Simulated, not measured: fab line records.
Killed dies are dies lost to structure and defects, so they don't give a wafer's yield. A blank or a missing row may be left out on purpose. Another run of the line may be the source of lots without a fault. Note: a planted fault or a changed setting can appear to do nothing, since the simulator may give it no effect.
Matching of chambers + flow nandHarc + NHARC_A_WL_FILL_ALD_19 on aldMetal-03 has 4 sister chambers
The step deposits TiN, target thk 2 nm, pulse time 3 s, ald cycles 100. 4 wafers are shown with their chamber, then 7 later ones without.

## EACH WAFER AND ITS CHAMBER
| wafer  | chamber | heaterPowerW (W) |
|--------|---------|------------------|
| L078.4 | 2       | 968              |
| L088.6 | 0       | 1128             |
| L090.1 | 3       | 999              |
| L090.2 | 1       | 1013             |

## WAFERS WITH NO CHAMBER GIVEN
| wafer  | heaterPowerW (W) |
|--------|------------------|
| L090.6 | 1033             |
| L096.2 | 1049             |
| L096.4 | 1006             |
| L096.5 | 1019             |
| L097.1 | 1110             |
| L097.3 | 1037             |
| L097.4 | 1035             |

## CHAMBER TAKEN BY EACH
| wafer  | from the rows above          | in truth |
|--------|------------------------------|----------|
| L090.6 | can't be placed: 1 or 3      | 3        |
| L096.2 | can't be placed: 1 or 3      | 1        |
| L096.4 | can't be placed: 1 or 3 or 2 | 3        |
| L096.5 | can't be placed: 1 or 3      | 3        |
| L097.1 | 0                            | 0        |
| L097.3 | can't be placed: 1 or 3      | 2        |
| L097.4 | can't be placed: 1 or 3      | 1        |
Placed correctly: 1 of 7. From these rows, 6 cannot be placed; in 5 the true chamber is one of the candidates. Placed wrongly: 0.
How it was worked out, from the rows above alone: a wafer's distance from a chamber is the root of the sum, over the readings, of the square of ((its reading less the chamber's mean) divided by the reading's scatter). If the next closest chamber is less than 2 further off than the closest, the wafer can't be placed; otherwise it belongs to the closest. A chamber's mean is the mean of its shown wafers. The scatter (one wafer shown for each chamber): square how far every hidden wafer sits from the nearest shown wafer, average those squares and take the square root.
